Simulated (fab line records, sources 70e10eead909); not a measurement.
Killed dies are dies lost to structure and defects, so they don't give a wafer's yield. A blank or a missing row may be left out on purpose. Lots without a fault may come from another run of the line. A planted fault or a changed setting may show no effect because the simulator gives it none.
Chamber matching | flow nand_harc | NHARC_P_M0_PRE_CLEAN_31 on pecvd-01: 3 sister chambers
The step time 12 s. 14 wafers are shown with their chamber, then 7 later ones without.

WAFERS WITH THEIR CHAMBER
wafer  | chamber | heater_power_w (W)
L076.2 | 2       | 628
L076.5 | 2       | 610
L076.6 | 0       | 710
L078.3 | 0       | 775
L078.4 | 2       | 588
L078.6 | 1       | 635
L079.1 | 0       | 814
L079.2 | 2       | 575
L079.3 | 1       | 555
L084.1 | 2       | 643
L084.3 | 2       | 626
L084.6 | 2       | 630
L086.1 | 0       | 697
L086.3 | 0       | 698

SIGNATURES (means of the wafers above)
reading        | chamber 0 | chamber 1 | chamber 2 | scatter within a chamber
heater_power_w | 738.80    | 595.00    | 614.29    | 40.5
Rule: a wafer's distance from a chamber is the root of the sum, over the readings, of the square of ((its reading less the chamber's mean) divided by the reading's scatter). The wafer belongs to the nearest chamber; if the next one is less than 2 further off, it can't be placed. The scatter: the root of (the sum of the squares of (reading less its chamber's mean) over the shown wafers, divided by (wafers less chambers)).

WAFERS WITHOUT THEIR CHAMBER
wafer  | heater_power_w (W)
L086.4 | 603
L091.1 | 822
L091.2 | 561
L091.3 | 573
L096.2 | 626
L096.3 | 783
L096.4 | 650

WHICH CHAMBER EACH WENT THROUGH
wafer  | from the rows above          | in truth
L086.4 | can't be placed: 1 or 2      | 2
L091.1 | 0                            | 0
L091.2 | can't be placed: 1 or 2      | 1
L091.3 | can't be placed: 1 or 2      | 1
L096.2 | can't be placed: 2 or 1      | 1
L096.3 | 0                            | 0
L096.4 | can't be placed: 2 or 1 or 0 | 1
Placed correctly: 2 of 7. Can't be placed from these rows: 5 (the true chamber is among the candidates in 5). Placed wrongly: 0.
